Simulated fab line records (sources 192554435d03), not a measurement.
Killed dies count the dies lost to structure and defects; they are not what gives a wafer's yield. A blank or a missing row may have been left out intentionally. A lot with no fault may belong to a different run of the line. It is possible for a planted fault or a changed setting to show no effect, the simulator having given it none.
8D (eight disciplines) problem report, filled in by code + flow n5_finfet + the parts of the form that need people (team, actions taken, sign-off) are left out

1. WHAT IS WRONG
barrier_field_endpoint_s at N5_BEOL_M14_CMP_49 reads a mean of 13.9 s on 1 wafer of 1 lot; wafers without a fault read 11.3 s with a standard deviation of 0.31. That is +8.4 standard deviations from the usual mean.
The step: polishes, stops on SiO2, t overpolish 5.2 s, target thk 560 nm.
First seen on wafer L294.2, day 15 16:48, on cmp-02. At this step, 30 wafers from 10 lots have a number in the record. The rule behind "out" and "out of limits": a value lying over 4 standard deviations away from the usual mean. The rest of the wafers with a number are treated as sound.

2. WHAT IT IS AND WHAT IT IS NOT
| question                    | is                       | is not                                                                          |
|-----------------------------|--------------------------|---------------------------------------------------------------------------------|
| which readings at this step | barrier_field_endpoint_s | motor_current_A                                                                 |
| which lots                  | L294                     | L281, L282, L285, L288, L291, L293, L299, L301, L302                            |
| which wafers of those lots  | L294.2                   | L294.1, L294.6                                                                  |
| read on which tools         | cmp-02                   | cmp-01, cmp-04                                                                  |
| when                        | from day 15 16:48        | up to then (20 sound wafers); but 9 sound wafers of L299, L301, L302 came after |

3. THE SUSPECTS, EACH WITH WHAT RULES IT OUT
Counting: a tool at a process step up to the reading stays a suspect if it ran every lot that is out. Sound lots after the first of them don't rule it out here, since some wafers of a struck lot are sound.
- rie_diel-03 at N5_BEOL_M14_ETCH_38 (etches SiCN in CF4/N2, target depth 106.5 nm, time 120.6 s): kept. It ran the lot that is out, L294 (day 15 15:30); its last sound lot up to then is L285 (day 12 23:52). Because N5_BEOL_M14_ETCH_38 lacks a start for some lots, the hours and order of its lots are taken from N5_BEOL_M14_DEGAS_41.
- pvd_sputter-02 at N5_BEOL_M14_DEGAS_41 (time 60 s): kept. It ran the lot that is out, L294 (day 15 15:30); its last sound lot up to then is L293 (day 15 01:28).
- pvd_sputter-02 at N5_BEOL_M14_SPUTTER_43 (material TaN, target thk 15 nm, time 24.19 s): kept. It ran the lot that is out, L294 (day 15 15:35); its last sound lot up to then is L293 (day 15 01:33).
- pvd_sputter-02 at N5_BEOL_M14_SPUTTER_44 (material Ta, target thk 15 nm, time 24.19 s): kept. It ran the lot that is out, L294 (day 15 15:40); its last sound lot up to then is L293 (day 15 01:38).
- cmp-02 at N5_BEOL_M14_CMP_49 (polishes, stops on SiO2, t overpolish 5.2 s, target thk 560 nm): kept. It ran the lot that is out, L294 (day 15 16:48); its last sound lot up to then is L291 (day 15 02:02). On those wafers its own readings are out: barrier_field_endpoint_s.
- The sound lot-mates ran in chamber 0 of rie_diel-03 at N5_BEOL_M14_ETCH_38, but the wafers that are out ran in chamber 3.
- The sound lot-mates ran in chamber 0 of cmp-02 at N5_BEOL_M14_CMP_49, but the wafers that are out ran in chamber 2.
Left after counting: rie_diel-03 at N5_BEOL_M14_ETCH_38, pvd_sputter-02 at N5_BEOL_M14_DEGAS_41, pvd_sputter-02 at N5_BEOL_M14_SPUTTER_43, pvd_sputter-02 at N5_BEOL_M14_SPUTTER_44, cmp-02 at N5_BEOL_M14_CMP_49.

4. THE CAUSE (what the simulator had put in)
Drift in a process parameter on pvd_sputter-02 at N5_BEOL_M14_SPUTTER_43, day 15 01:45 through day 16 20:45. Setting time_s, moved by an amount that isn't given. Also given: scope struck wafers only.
Counting leaves 5 suspects; this tool is one of them.

5. SEQUENCE OF EFFECTS, ordered by route
Rows list readings where the struck wafers' mean (over those with a number) sits beyond 3 standard deviations from the usual. Scope: only readings with a usual standard deviation given in the record; hours: median across lots of the time from each lot's start at the first step in this table that gives one to its start at this step; sigmas: change in usual standard deviations.
| hours | step               | reading                  | usual  | on struck wafers | change | sigmas |
|-------|--------------------|--------------------------|--------|------------------|--------|--------|
| 0     | N5_BEOL_M14_CMP_49 | barrier_field_endpoint_s | 11.3 s | 13.9             | +2.6   | +8.4   |
Its process steps:
- N5_BEOL_M14_CMP_49: polishes, stops on SiO2, t overpolish 5.2 s, target thk 560 nm.

6. HOW IT WOULD HAVE BEEN CAUGHT EARLIER
15 hours passed between the start of the fault at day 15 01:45 and the first reading out of limits in this record, taken at day 15 16:48.
An alarm limit of 4 standard deviations would not have fired on the tool readings at N5_BEOL_M14_SPUTTER_43 for which the record gives a usual standard deviation, since none of them was out on any struck wafer.
Lots out: 1; all had begun N5_BEOL_M14_SPUTTER_43 on pvd_sputter-02 by day 15 16:48. A hold on the tool at that time would have spared none of them.
